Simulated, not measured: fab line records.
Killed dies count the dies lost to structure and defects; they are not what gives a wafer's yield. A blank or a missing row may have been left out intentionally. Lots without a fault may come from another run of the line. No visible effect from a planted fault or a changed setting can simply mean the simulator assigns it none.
Lot-split experiment || flow n5 finfet || route with 1938 steps; 7 lots, 21 wafers read

## THE SPLIT ITSELF
At N5_BEOL_M6_ETCH_62 (etches SOC in N2/H2, target depth 110 nm, overetch 22 nm, time 165 s), the setting bias w was moved away from the recipe's 150 W on 7 of the 21 wafers read, by -16.9% to +16.3%. This setting was run at the recipe's value on the other wafers.

The split's own step is where the reading is taken.

## THE READING
rf vpp V, in V, at N5_BEOL_M6_ETCH_62 (etches SOC in N2/H2, target depth 110 nm, overetch 22 nm, time 165 s). Typical for fault-free wafers on this fab line: 523.8 V, with standard deviation 2.3 V.

{"wafer": "L081.1", "tool, chamber at the split": "rie diel-04, 1", "bias w as run, W": 173.6, "against the recipe": "+15.7%", "rf vpp V, V": 577.1, "against lot-mates on the recipe": "+53.1"}
{"wafer": "L081.2", "tool, chamber at the split": "rie diel-04, 0", "bias w as run, W": 173.6, "against the recipe": "+15.7%", "rf vpp V, V": 577.6, "against lot-mates on the recipe": "+53.6"}
{"wafer": "L081.3", "tool, chamber at the split": "rie diel-04, 2", "bias w as run, W": 150, "against the recipe": "recipe", "rf vpp V, V": 524.0, "against lot-mates on the recipe": "-"}
{"wafer": "L082.2", "tool, chamber at the split": "rie diel-05, 1", "bias w as run, W": 150, "against the recipe": "recipe", "rf vpp V, V": 522.9, "against lot-mates on the recipe": "-"}
{"wafer": "L082.4", "tool, chamber at the split": "rie diel-05, 2", "bias w as run, W": 150, "against the recipe": "recipe", "rf vpp V, V": 530.0, "against lot-mates on the recipe": "-"}
{"wafer": "L082.6", "tool, chamber at the split": "rie diel-05, 1", "bias w as run, W": 150, "against the recipe": "recipe", "rf vpp V, V": 523.2, "against lot-mates on the recipe": "-"}
{"wafer": "L084.2", "tool, chamber at the split": "rie diel-03, 1", "bias w as run, W": 150, "against the recipe": "recipe", "rf vpp V, V": 522.0, "against lot-mates on the recipe": "-"}
{"wafer": "L084.3", "tool, chamber at the split": "rie diel-03, 2", "bias w as run, W": 150, "against the recipe": "recipe", "rf vpp V, V": 525.8, "against lot-mates on the recipe": "-"}
{"wafer": "L084.6", "tool, chamber at the split": "rie diel-03, 2", "bias w as run, W": 157.8, "against the recipe": "+5.2%", "rf vpp V, V": 542.6, "against lot-mates on the recipe": "+18.7"}
{"wafer": "L087.1", "tool, chamber at the split": "rie diel-05, 3", "bias w as run, W": 174.5, "against the recipe": "+16.3%", "rf vpp V, V": 579.3, "against lot-mates on the recipe": "+56.4"}
{"wafer": "L087.2", "tool, chamber at the split": "rie diel-05, 2", "bias w as run, W": 174.5, "against the recipe": "+16.3%", "rf vpp V, V": 581.1, "against lot-mates on the recipe": "+58.2"}
{"wafer": "L087.3", "tool, chamber at the split": "rie diel-05, 1", "bias w as run, W": 150, "against the recipe": "recipe", "rf vpp V, V": 522.9, "against lot-mates on the recipe": "-"}
{"wafer": "L090.2", "tool, chamber at the split": "rie diel-04, 3", "bias w as run, W": 150, "against the recipe": "recipe", "rf vpp V, V": 520.9, "against lot-mates on the recipe": "-"}
{"wafer": "L090.3", "tool, chamber at the split": "rie diel-04, 1", "bias w as run, W": 150, "against the recipe": "recipe", "rf vpp V, V": 524.9, "against lot-mates on the recipe": "-"}
{"wafer": "L090.5", "tool, chamber at the split": "rie diel-04, 3", "bias w as run, W": 150, "against the recipe": "recipe", "rf vpp V, V": 520.8, "against lot-mates on the recipe": "-"}
{"wafer": "L092.2", "tool, chamber at the split": "rie diel-03, 2", "bias w as run, W": 150, "against the recipe": "recipe", "rf vpp V, V": 524.9, "against lot-mates on the recipe": "-"}
{"wafer": "L092.4", "tool, chamber at the split": "rie diel-03, 1", "bias w as run, W": 150, "against the recipe": "recipe", "rf vpp V, V": 520.8, "against lot-mates on the recipe": "-"}
{"wafer": "L092.6", "tool, chamber at the split": "rie diel-03, 2", "bias w as run, W": 131.7, "against the recipe": "-12.2%", "rf vpp V, V": 482.9, "against lot-mates on the recipe": -39.9}
{"wafer": "L091.2", "tool, chamber at the split": "rie diel-04, 3", "bias w as run, W": 150, "against the recipe": "recipe", "rf vpp V, V": 522.4, "against lot-mates on the recipe": "-"}
{"wafer": "L091.3", "tool, chamber at the split": "rie diel-04, 0", "bias w as run, W": 150, "against the recipe": "recipe", "rf vpp V, V": 525.5, "against lot-mates on the recipe": "-"}
{"wafer": "L091.6", "tool, chamber at the split": "rie diel-04, 3", "bias w as run, W": 124.6, "against the recipe": "-16.9%", "rf vpp V, V": 463.7, "against lot-mates on the recipe": -60.3}

FIT RESULTS
A straight line over all 21 wafers: rf vpp V changes by +3.45 V for each +1% of bias w; r = +1.00; the points scatter about the line by 2.2 V.
The same after taking each lot's own level away (the mean of its wafers on the recipe; 21 wafers): +3.46 V for each +1%; r = +1.00; scatter 2 V.
The reading moves by 59 V for the largest change in bias w, on that fit.
Across the lots, their own levels run from 522.20 to 525.37 V, a range of 1.4 times the standard deviation given above.
The two slopes are in agreement: the lot-to-lot level therefore moves the slope only a little.
Check: for one of the wafers moved furthest among these (-16.9%), held out of the fit, the line's prediction against its lot-mates is -57.7 V. It came out at -60.3 V against them.
Tool readings at the split's step, against how far the setting was moved: rf vpp V r = +1.00.

## THE OTHER SPLITS THESE WAFERS WENT THROUGH
These wafers also went through other splits before the reading. Each is held against what the fit with the lots' levels taken away leaves over:
{"other split on the same wafers": "N5_BEOL_M5_TRENCH_ETCH_37 time s", "wafers away from the commonest value": 3, "r with rf vpp V (lot level and that fit taken away)": -0.17}
{"other split on the same wafers": "N5_BEOL_M6_EXPOSE_08 dose mj", "wafers away from the commonest value": 9, "r with rf vpp V (lot level and that fit taken away)": -0.11}

## THE WHOLE CHAIN: every reading that the file lists as answering this split, in the file's order
{"step": "N5_BEOL_M6_ETCH_62", "what it does": "etches SOC in N2/H2, target depth 110 nm, overetch 22 nm, time 165 s", "reading": "rf vpp V", "change (the file's fit)": "+3.46 V for each +1% of the setting", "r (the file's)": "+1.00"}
{"step": "N5_BEOL_M6_ETCH_62", "what it does": "etches SOC in N2/H2, target depth 110 nm, overetch 22 nm, time 165 s", "reading": "SiARC_of_BEOL_M6_COAT_60.thk nm (the simulator's own value, which no gauge read)", "change (the file's fit)": "-0.0839 nm for each +1% of the setting", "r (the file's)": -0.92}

## THE FILE'S OWN FIT
rf vpp V changes by +3.46 V for each +1% of bias w, r = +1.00.
